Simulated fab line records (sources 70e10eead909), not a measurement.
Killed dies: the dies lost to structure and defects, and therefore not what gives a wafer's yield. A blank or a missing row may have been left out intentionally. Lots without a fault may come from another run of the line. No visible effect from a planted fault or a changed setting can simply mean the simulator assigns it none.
fab line records	flow nand-harc	part 1 of 2: steps 1 to 17 of 30
record lots=5	wafers=15	last-day=32
route steps=1302 shown P_GATE@144
lots untouched by any fault: they come from a run of this same line in which no faults occurred
start-h: hours from the record's opening day to when the first of the lot's shown wafers began	wait-h: hours elapsed since this lot's preceding step	" the same as in the row above	L1.1+2: a row that stands for several wafers	- no value, or no start was given	* or withheld: withheld	< > ~ a bound
route shown NAME@n: names a module that has steps shown in the file, with the first one's number in the route	usual: mean/standard deviation taken from wafers without a fault	same: alike in all rows	chamber/n: place in a boat	sites: per-site readings	_std_site: standard deviation across them	_edge_site: mean of outer sites minus mean of inner sites	radius-mm: for every site, how far away it sits from the centre of the wafer	mask NAME#n: copy n	behind: the last tool/chamber to shape the wafer	hold: cause of the lot's hold/its duration in hours/its outcome	device: whichever transistor did not switch (one of n, p or np)	end of line: the same wafers' tests at the end of the route	a step given without rows: its recipe and nothing more	killed: at the first sort, the dies lost to defects and structure; wafer yield is something else	map: dies across one wafer; x = killed, . = not, _ = none there
set.NAME: the setting the step ran with; set.NAME@STEP: the setting that earlier step ran with	model.NAME: the simulator's own value behind a step, which no gauge read
lots seen at some steps along the route; tables by step, rows by wafer
services: when a tool's chamber went out of use (start-h, in hours from the record's first day, below 0 if earlier), for how many hours, and the reason
## steps
# step NHARC_P_GATE_DESCUM_31
# recipe time-s=3	o2-flow-sccm=200	ar-flow-sccm=0	bias-power-w=0	chemistry=O2
# usual drypump-motor-current-A=5.8/0.41	mfc-ar-sccm=0.007/0.0075	oes-product-au=0.998/0.0087	rf-vpp-V=57.8/0.89	showerhead-plenum-p-Torr=1.93/0.057	throttle-valve-pct=11.312/0.0094
# same time-s=3
lot.wafer	tool	chamber	start-h	wait-h	drypump-motor-current-A	mfc-ar-sccm	oes-product-au	rf-hours-counter-h	rf-vpp-V	showerhead-plenum-p-Torr	throttle-valve-pct
L076.2	rie-diel-10	1	116.77	0.1	5.6	0.006	1.002	2.8	57.4	1.91	11.311
L076.1	"	2	"	"	5.8	0.014	1.009	2.6	56.3	1.89	11.312
L076.4	"	0	"	"	6.2	0	0.986	2.1	60.6	1.99	11.309
L080.2	rie-diel-13	2	157.53	0.1	6.5	0.009	1.012	10.8	59.2	1.96	11.305
L080.4	"	1	"	"	5.1	0	0.981	9.7	59.2	1.89	11.325
L080.6	"	2	"	"	6.5	0.009	1.009	-	59.1	1.96	11.311
L083.1	rie-diel-13	3	189.50	0.1	5.6	0.017	1.005	0.8	58.6	1.93	11.305
L083.2	"	0	"	"	5.0	0	0.988	0.7	58.5	1.93	11.307
L083.3	"	1	"	"	5.1	0	1.017	1.0	56.3	1.89	11.310
L091.3	rie-diel-09	2	269.87	0.1	6.2	0.011	1.003	8.7	57.6	1.96	11.312
L091.1	"	3	"	"	5.5	0	1.002	8.4	59.3	1.94	11.305
L091.6	"	1	"	"	6.1	0	1.001	-	57.5	1.81	11.313
L095.5	rie-diel-10	1	311.20	0.1	5.6	0.006	0.979	-	57.1	1.91	11.310
L095.4	"	2	"	"	5.8	0.014	1.007	-	56.5	1.89	11.313
L095.6	"	0	"	"	6.2	0	0.988	-	59.8	1.99	11.323
# step NHARC_P_GATE_ETCH_104
# recipe target-depth-a=600	time-s=withheld	cf4-flow-sccm=100	chf3-flow-sccm=30	ar-flow-sccm=0	rf-w=500	bias-w=200	chemistry=CF4/CHF3
# usual drypump-motor-current-A=5.8/0.43	mfc-ar-sccm=0.006/0.0073	oes-product-au=0.946/0.023	rf-vpp-V=371.0/1.6	showerhead-plenum-p-Torr=1.59/0.043	throttle-valve-pct=16.802/0.0094
lot.wafer	tool	chamber	start-h	wait-h	drypump-motor-current-A	mfc-ar-sccm	oes-product-au	rf-vpp-V	showerhead-plenum-p-Torr	throttle-valve-pct
L076.4	rie-diel-10	2	116.86	0.1	5.8	0.014	0.955	371.8	1.56	16.803
L076.1	"	0	"	"	6.2	0	0.946	372.3	1.63	16.788
L076.2	"	1	"	"	5.6	0.006	0.976	370.5	1.57	16.799
L080.4	rie-diel-13	3	157.62	0.1	5.6	0.017	0.966	372.3	1.59	16.823
L080.2	"	0	"	"	5.0	0	0.968	371.9	1.58	16.803
L080.6	"	3	"	"	5.6	0.017	0.958	372.3	1.59	16.793
L083.2	rie-diel-13	2	189.59	0.1	6.5	0.009	0.980	372.0	1.61	16.796
L083.1	"	3	"	"	5.6	0.017	0.955	371.3	1.59	16.792
L083.3	"	0	"	"	5.0	0	0.954	371.3	1.58	16.797
L091.3	rie-diel-09	0	269.95	0.1	5.9	0.021	0.919	373.1	1.66	16.806
L091.1	"	1	"	"	6.0	0	0.924	368.4	1.49	16.816
L091.6	"	2	"	"	6.3	0.011	0.913	371.7	1.61	16.800
L095.4	rie-diel-10	1	311.28	0.1	5.6	0.006	0.963	370.6	1.57	16.795
L095.6	"	2	"	"	5.8	0.014	0.969	369.9	1.56	16.805
L095.5	"	0	"	"	6.2	0	0.949	372.4	1.63	16.806
# step NHARC_P_GATE_HM_OPEN_105
# recipe target-depth-a=3600	o2-flow-sccm=400	cos-flow-sccm=20	ar-flow-sccm=0	rf-w=500	bias-w=300	chemistry=O2/COS
# usual drypump-motor-current-A=5.8/0.42	mfc-ar-sccm=0.007/0.0073	oes-product-au=0.998/0.0092	rf-vpp-V=467.8/1.9	showerhead-plenum-p-Torr=3.15/0.079	throttle-valve-pct=28.328/0.0092
lot.wafer	tool	chamber	start-h	wait-h	drypump-motor-current-A	mfc-ar-sccm	oes-product-au	rf-hours-counter-h	rf-vpp-V	showerhead-plenum-p-Torr	throttle-valve-pct
L076.4	rie-diel-10	0	-	-	6.2	0	0.979	2.1	469.4	3.24	28.336
L076.2	"	2	"	"	5.8	0.014	1.000	2.7	465.5	3.09	28.333
L076.1	"	3	"	"	5.3	0	0.996	2.5	469.9	3.16	28.323
L080.2	rie-diel-13	3	-	-	5.6	0.017	0.995	10.9	467.9	3.15	28.350
L080.4	"	0	"	"	5.0	0	0.993	10.0	467.8	3.14	28.320
L080.6	"	3	"	"	5.7	0.017	1.003	-	466.9	3.15	28.326
L083.1	rie-diel-13	1	-	-	5.1	0	0.998	1.0	468.7	3.09	28.324
L083.3	"	2	"	"	6.5	0.009	1.003	1.1	470.1	3.19	28.327
L083.2	"	3	"	"	5.7	0.017	0.998	0.8	468.3	3.15	28.322
L091.1	rie-diel-09	2	-	-	6.2	0.011	0.979	8.8	468.5	3.19	28.312
L091.3	"	3	"	"	5.5	0	0.998	8.4	468.1	3.15	28.335
L091.6	"	2	"	"	6.2	0.011	0.986	-	470.2	3.19	28.313
L095.4	rie-diel-10	2	-	-	5.8	0.014	1.020	-	467.7	3.09	28.332
L095.5	"	0	"	"	6.2	0	0.992	-	469.1	3.23	28.332
L095.6	"	1	"	"	5.6	0.006	0.995	-	465.4	3.11	28.325
# step NHARC_P_GATE_STRIP_106
# recipe o2-flow-sccm=400	cos-flow-sccm=20	ar-flow-sccm=0	bias-w=0	chemistry=O2/COS
lot.wafer	tool	chamber	start-h	wait-h
L076.4+2+1	rie-diel-10	1,2,3	-	-
L080.2+4+6	rie-diel-13	0,3,1	-	-
L083.1+2+3	rie-diel-13	1,2,0	-	-
L091.1+3+6	rie-diel-09	3,0,2	-	-
L095.4+5+6	rie-diel-10	0,1,2	-	-
# step NHARC_P_GATE_ETCH_114
# recipe target-depth-a=300	overetch-a=30	time-s=16.5	ion-energy-ev=100	cf4-flow-sccm=80	o2-flow-sccm=20	ar-flow-sccm=0	rf-w=300	bias-w=100	chemistry=CF4/O2
# usual drypump-motor-current-A=5.8/0.42	mfc-ar-sccm=0.007/0.0072	oes_ar_750_au=1.000/0.0046	oes_f_703_au=1.000/0.0049	oes-product-au=0.997/0.0096	rf-vpp-V=197.9/1	showerhead-plenum-p-Torr=1.34/0.039	throttle-valve-pct=13.397/0.0089
# same time-s=16.5
lot.wafer	tool	chamber	start-h	wait-h	drypump-motor-current-A	mfc-ar-sccm	oes_ar_750_au	oes_f_703_au	oes-product-au	rf-hours-counter-h	rf-vpp-V	showerhead-plenum-p-Torr	throttle-valve-pct
L076.2	rie-diel-10	1	-	-	5.6	0.006	1.000	1.003	0.996	2.9	196.0	1.33	13.399
L076.1	"	3	"	"	5.3	0	0.989	0.998	1.002	2.5	197.6	1.35	13.377
L076.4	"	0	"	"	6.2	0	0.994	1.006	0.985	2.2	197.3	1.39	13.409
L080.4	rie-diel-13	0	-	-	5.0	0	0.999	0.996	0.996	10.1	198.7	1.34	13.404
L080.2	"	1	"	"	5.1	0	0.999	0.998	0.995	9.7	197.1	1.32	13.395
L080.6	"	0	"	"	5.0	0	1.003	0.996	1.001	-	198.2	1.34	13.406
L083.2	rie-diel-13	0	-	-	5.0	0	0.997	1.006	0.985	0.8	197.3	1.34	13.397
L083.3	"	1	"	"	5.1	0	1.000	0.992	1.006	1.1	197.5	1.32	13.375
L083.1	"	2	"	"	6.5	0.009	1.001	0.996	0.997	1.1	198.3	1.36	13.396
L091.1	rie-diel-09	2	-	-	6.2	0.011	1.000	0.996	0.983	8.8	198.1	1.37	13.407
L091.3	"	0	"	"	6.0	0.021	1.000	0.993	0.986	7.8	198.7	1.41	13.388
L091.6	"	2	"	"	6.2	0.011	0.994	1.016	0.986	-	198.3	1.37	13.399
L095.4	rie-diel-10	2	-	-	5.8	0.014	1.003	1.002	1.017	-	198.9	1.32	13.399
L095.5	"	0	"	"	6.2	0	1.008	1.013	0.992	-	199.3	1.38	13.396
L095.6	"	1	"	"	5.6	0.006	0.993	1.001	0.999	-	197.0	1.33	13.395
# step NHARC_P_GATE_ETCH_32
# recipe target-depth-a=1500	over-etch-frac=1	over-etch-ion-energy-ev=40	time-s=100.1	hbr-flow-sccm=150	cl2-flow-sccm=50	rf-w=400	icp-w=400	bias-w=100	chemistry=HBr/Cl2
# usual drypump-motor-current-A=5.8/0.49	hbr-flow-sccm=150.0/0.42	oes-product-au=0.999/0.0096	throttle-valve-pct=26.405/0.009
# same over-etch-frac=1	time-s=100.1
lot.wafer	tool	chamber	start-h	wait-h	drypump-motor-current-A	hbr-flow-sccm	oes-product-au	rf-hours-counter-h	throttle-valve-pct
L076.2	rie-si-04	2	117.23	-	5.0	149.9	0.994	0.9	26.397
L076.1	"	0	"	"	6.1	150.9	1.002	0.7	26.407
L076.4	"	1	"	"	5.9	150.4	0.983	0.8	26.404
L080.4	rie-si-02	0	158.01	-	4.8	150.4	1.013	0.3	26.391
L080.2	"	2	"	"	5.5	149.7	1.000	0.3	26.406
L080.6	"	0	"	"	4.8	149.9	1.002	-	26.405
L083.3	rie-si-02	3	189.96	-	5.8	149.8	0.992	0.5	26.406
L083.1	"	0	"	"	4.8	149.6	1.008	0.5	26.405
L083.2	"	2	"	"	5.5	149.3	1.019	0.5	26.408
L091.3	rie-si-06	2	270.34	-	5.6	150.5	1.009	0.1	26.392
L091.1	"	3	"	"	6.5	150.0	0.990	0.1	26.412
L091.6	"	2	"	"	5.6	150.4	1.002	-	26.394
L095.4	rie-si-02	2	311.74	-	5.5	149.6	1.002	0.1	26.412
L095.6	"	3	"	"	5.8	150.0	1.007	-	26.397
L095.5	"	0	"	"	4.8	150.3	1.005	-	26.392
# step NHARC_P_GATE_STRIP_108
# recipe o2-flow-sccm=500	ar-flow-sccm=0	bias-w=0	chemistry=O2
# usual drypump-motor-current-A=5.8/0.43	mfc-ar-sccm=0.007/0.0074	oes-product-au=0.996/0.0095	rf-vpp-V=57.8/0.8	showerhead-plenum-p-Torr=3.56/0.094	throttle-valve-pct=17.036/0.0094
lot.wafer	tool	chamber	start-h	wait-h	drypump-motor-current-A	mfc-ar-sccm	oes-product-au	rf-hours-counter-h	rf-vpp-V	showerhead-plenum-p-Torr	throttle-valve-pct
L076.1	rie-diel-10	0	117.39	-	6.2	0	0.989	2.2	58.2	3.66	17.034
L076.2	"	2	"	"	5.8	0.014	1.000	2.7	56.7	3.50	17.043
L076.4	"	3	"	"	5.3	0	0.994	2.5	56.8	3.57	17.051
L080.4	rie-diel-09	3	158.18	-	5.5	0	0.993	0.4	57.8	3.57	17.031
L080.2	"	0	"	"	5.9	0.021	0.993	0.7	57.2	3.72	17.021
L080.6	"	2	"	"	6.3	0.011	0.982	-	57.9	3.61	17.049
L083.1	rie-diel-13	0	190.13	-	5.0	0	0.987	0.8	58.1	3.55	17.028
L083.3	"	1	"	"	5.1	0	1.008	1.1	57.2	3.49	17.028
L083.2	"	2	"	"	6.5	0.009	1.011	1.1	56.8	3.60	17.039
L091.1	rie-diel-09	3	270.51	-	5.5	0	0.995	8.5	59.0	3.56	17.025
L091.3	"	0	"	"	5.9	0.021	0.983	7.9	58.9	3.72	17.028
L091.6	"	3	"	"	5.5	0	0.989	-	58.0	3.57	17.032
L095.4	rie-diel-09	1	311.88	-	6.1	0	0.990	9.7	57.0	3.34	17.028
L095.5	"	3	"	"	5.5	0	0.994	-	57.9	3.56	17.035
L095.6	"	0	"	"	6.0	0.021	1.001	-	57.7	3.71	17.045
# step NHARC_P_GATE_CD_MEAS_33
# usual cd-nm=119/3.2
lot.wafer	tool	chamber	start-h	wait-h	cd-nm
L076.1	cd-sem-02	-	117.57	-	116
L076.2	"	-	"	"	117
L076.4	"	-	"	"	118
L080.2	cd-sem-01	-	158.33	-	118
L080.4	"	-	"	"	118
L080.6	"	-	"	"	119
L083.1	cd-sem-01	-	190.29	-	127
L083.2	"	-	"	"	125
L083.3	"	-	"	"	118
L091.1	cd-sem-03	-	270.68	-	117
L091.3	"	-	"	"	123
L091.6	"	-	"	"	121
L095.4	cd-sem-03	-	312.03	-	120
L095.5	"	-	"	"	115
L095.6	"	-	"	"	112
# step NHARC_P_GATE_STRIP_35
# recipe time-s=600	temp-c=130	chemistry=SPM
# same time-s=600
lot.wafer	tool	chamber	start-h	wait-h
L076.1+2+4	wet-bench-04	7,0,1	117.67	0.1
L080.4+2+6	wet-bench-04	0,2,3	158.42	0.1
L083.1+3+2	wet-bench-06	4,7,1	190.38	0.1
L091.6+3+1	wet-bench-06	2,4,6	270.77	0.1
L095.6+5+4	wet-bench-06	2,5,6	312.11	0.1
# step NHARC_P_GATE_PRECLEAN_73
# recipe time-s=*	temp-c=50	bath-age-min=0	chemistry=SC1
# usual diw-flow-mL-min=1416/4.4	h2o2-flow-mL-min=56.61/0.16	nh4oh-flow-mL-min=28.31/0.1
# same time-s=*
lot.wafer	tool	chamber	start-h	wait-h	diw-flow-mL-min	h2o2-flow-mL-min	nh4oh-flow-mL-min
L076.1	wet-bench-04	7	-	-	1413	56.49	28.29
L076.2	"	0	"	"	1415	56.59	28.04
L076.4	"	1	"	"	1414	56.58	28.37
L080.4	wet-bench-04	0	-	-	1427	56.69	28.40
L080.2	"	2	"	"	1412	56.60	28.12
L080.6	"	3	"	"	1412	56.71	28.36
L083.1	wet-bench-06	4	-	-	1418	56.98	28.14
L083.3	"	7	"	"	1422	56.58	28.27
L083.2	"	1	"	"	1415	56.48	28.33
L091.6	wet-bench-06	2	-	-	1409	56.62	28.21
L091.3	"	4	"	"	1420	56.75	28.38
L091.1	"	6	"	"	1415	56.64	28.42
L095.6	wet-bench-06	2	-	-	1416	56.50	28.43
L095.5	"	5	"	"	1412	56.61	28.46
L095.4	"	6	"	"	1421	56.83	28.24
# step NHARC_P_GATE_SRD_74
lot.wafer	tool	chamber	start-h	wait-h
L076.1+2+4	wet-bench-04	7,0,1	-	-
L080.4+2+6	wet-bench-04	0,2,3	-	-
L083.1+3+2	wet-bench-06	4,7,1	-	-
L091.6+3+1	wet-bench-06	2,4,6	-	-
L095.6+5+4	wet-bench-06	2,5,6	-	-
# step NHARC_P_GATE_ALD_36
# recipe target-thk-a=200	pulse-time-s=60	ald-cycles=223	temp-c=400	material=SiNx
# usual heater-power-outer-w=526/56	heater-power-w=844/70	precursor-pulse-height-rel=0.999/0.022
lot.wafer	tool	chamber	start-h	wait-h	heater-power-outer-w	heater-power-w	precursor-pulse-height-rel
L076.2	ald-sin-02	0	118.02	-	509	804	1.033
L076.1	"	1	119.42	-	483	749	0.971
L076.4	"	2	125.02	-	494	852	0.976
L080.2	ald-sin-01	0	159.84	-	530	902	0.975
L080.4	"	1	160.90	-	561	814	1.015
L080.6	"	0	164.09	-	529	879	1.045
L083.3	ald-sin-01	1	191.80	-	561	833	0.974
L083.2	"	2	192.85	-	535	894	0.983
L083.1	"	3	193.90	-	528	832	0.984
L091.3	ald-sin-01	0	272.21	-	529	877	0.987
L091.1	"	2	274.36	-	560	930	1.002
L091.6	"	0	276.50	-	543	906	1.014
L095.4	ald-sin-04	2	312.48	-	458	814	0.987
L095.6	"	2	316.72	-	458	813	0.999
L095.5	"	3	317.77	-	516	789	0.994
# step NHARC_P_GATE_ETCHBACK_37
# recipe target-depth-a=345	time-s=17.2	chf3-flow-sccm=50	o2-flow-sccm=10	ar-flow-sccm=200	rf-w=500	bias-w=200	chemistry=CHF3/O2
# usual drypump-motor-current-A=5.7/0.49	mfc-ar-sccm=199.9/0.65	oes-product-au=0.94/0.033	rf-vpp-V=371.1/1.4	showerhead-plenum-p-Torr=2.42/0.053	throttle-valve-pct=20.572/0.0098
# same time-s=17.2
lot.wafer	tool	chamber	start-h	wait-h	drypump-motor-current-A	mfc-ar-sccm	oes-product-au	rf-hours-counter-h	rf-vpp-V	showerhead-plenum-p-Torr	throttle-valve-pct
L076.2	rie-diel-13	1	-	-	5.1	200.2	0.99	9.2	370.6	2.38	20.568
L076.1	"	2	"	"	6.5	199.5	1.00	8.9	372.1	2.45	20.569
L076.4	"	3	"	"	5.6	199.8	0.99	9.0	370.9	2.42	20.559
L080.4	rie-diel-09	1	-	-	6.0	198.9	0.93	1.0	369.0	2.28	20.568
L080.2	"	3	"	"	5.5	199.7	0.93	0.7	372.0	2.43	20.580
L080.6	"	2	"	"	6.2	199.6	0.92	-	373.9	2.46	20.567
L083.3	rie-diel-13	1	-	-	5.1	200.0	0.93	1.3	369.7	2.38	20.575
L083.1	"	3	"	"	5.6	198.9	0.92	0.9	370.4	2.42	20.575
L083.2	"	0	"	"	5.0	199.6	0.91	1.0	370.2	2.42	20.555
L091.3	rie-diel-09	3	-	-	5.5	200.6	0.91	8.7	372.1	2.43	20.548
L091.1	"	0	"	"	6.0	200.4	0.92	8.1	373.4	2.53	20.565
L091.6	"	1	"	"	6.0	199.0	0.91	-	367.4	2.27	20.575
L095.4	rie-diel-13	0	-	-	5.0	200.4	0.91	8.3	370.2	2.41	20.571
L095.5	"	1	"	"	5.1	199.2	0.92	-	370.3	2.37	20.579
L095.6	"	2	"	"	6.5	199.9	0.92	-	371.8	2.45	20.568
# step NHARC_P_GATE_STRIP_101
# recipe time-s=20	o2-flow-sccm=500	ar-flow-sccm=0	bias-w=0	chemistry=O2
# usual drypump-motor-current-A=5.7/0.5	mfc-ar-sccm=0.006/0.0068	oes-product-au=0.999/0.0096	rf-vpp-V=57.9/0.79	showerhead-plenum-p-Torr=3.55/0.08	throttle-valve-pct=17.037/0.0087
# same time-s=20
lot.wafer	tool	chamber	start-h	wait-h	drypump-motor-current-A	mfc-ar-sccm	oes-product-au	rf-hours-counter-h	rf-vpp-V	showerhead-plenum-p-Torr	throttle-valve-pct
L076.4	rie-diel-13	0	129.69	0.1	5.0	0	0.995	8.3	58.5	3.55	17.028
L076.1	"	2	"	"	6.5	0.009	1.009	8.9	58.5	3.60	17.036
L076.2	"	3	"	"	5.6	0.017	1.001	9.0	57.2	3.56	17.045
L080.4	rie-diel-09	1	168.42	0.1	6.0	0	1.002	1.0	57.3	3.35	17.044
L080.2	"	3	"	"	5.6	0	1.011	0.7	57.9	3.57	17.038
L080.6	"	1	"	"	6.1	0	0.998	-	57.6	3.35	17.035
L083.2	rie-diel-13	2	200.33	0.1	6.5	0.009	1.006	1.2	58.3	3.60	17.032
L083.3	"	3	"	"	5.6	0.017	0.993	0.9	56.7	3.56	17.046
L083.1	"	0	"	"	5.0	0	1.000	1.0	56.9	3.55	17.035
L091.3	rie-diel-09	2	280.84	0.1	6.3	0.011	0.998	9.0	58.9	3.61	17.038
L091.1	"	3	"	"	5.5	0	0.997	8.7	56.9	3.56	17.040
L091.6	"	2	"	"	6.3	0.011	0.999	-	56.5	3.61	17.043
L095.4	rie-diel-13	3	322.11	0.1	5.6	0.017	1.000	4.9	57.2	3.56	17.051
L095.5	"	0	"	"	5.0	0	0.979	-	56.7	3.54	17.023
L095.6	"	1	"	"	5.1	0	0.996	-	57.5	3.49	17.021
# step NHARC_P_GATE_PRECLEAN_97
# recipe time-s=600	temp-c=120	chemistry=SPM
# same time-s=600
lot.wafer	tool	chamber	start-h	wait-h
L076.4+2+1	wet-bench-06	3,5,6	129.79	-
L080.6+2+4	wet-bench-03	0,2,3	168.51	-
L083.3+1+2	wet-bench-04	2,3,4	200.45	-
L091.6+1+3	wet-bench-04	1,3,4	280.95	-
L095.6+5+4	wet-bench-06	5,6,1	322.20	-
# step NHARC_P_GATE_SRD_98
lot.wafer	tool	chamber	start-h	wait-h
L076.4+2+1	wet-bench-06	3,5,6	-	-
L080.6+2+4	wet-bench-03	0,2,3	-	-
L083.3+1+2	wet-bench-04	2,3,4	-	-
L091.6+1+3	wet-bench-04	1,3,4	-	-
L095.6+5+4	wet-bench-06	5,6,1	-	-
# step NHARC_P_GATE_PRECLEAN_99
# recipe time-s=*	temp-c=50	bath-age-min=0	chemistry=SC1
# usual diw-flow-mL-min=1416/3.9	h2o2-flow-mL-min=56.61/0.17	nh4oh-flow-mL-min=28.30/0.11
# same time-s=*
lot.wafer	tool	chamber	start-h	wait-h	diw-flow-mL-min	h2o2-flow-mL-min	nh4oh-flow-mL-min
L076.4	wet-bench-06	3	-	-	1409	56.68	28.25
L076.2	"	5	"	"	1423	56.43	28.15
L076.1	"	6	"	"	1416	56.31	28.28
L080.6	wet-bench-03	0	-	-	1413	56.69	28.34
L080.2	"	2	"	"	1419	56.99	28.36
L080.4	"	3	"	"	1414	56.72	28.43
L083.3	wet-bench-04	2	-	-	1420	56.68	28.41
L083.1	"	3	"	"	1425	56.42	27.90
L083.2	"	4	"	"	1414	56.62	28.30
L091.6	wet-bench-04	1	-	-	1415	56.69	28.31
L091.1	"	3	"	"	1419	56.49	28.17
L091.3	"	4	"	"	1408	56.59	28.30
L095.6	wet-bench-06	5	-	-	1416	56.53	28.38
L095.5	"	6	"	"	1418	56.34	28.14
L095.4	"	1	"	"	1418	56.28	28.17
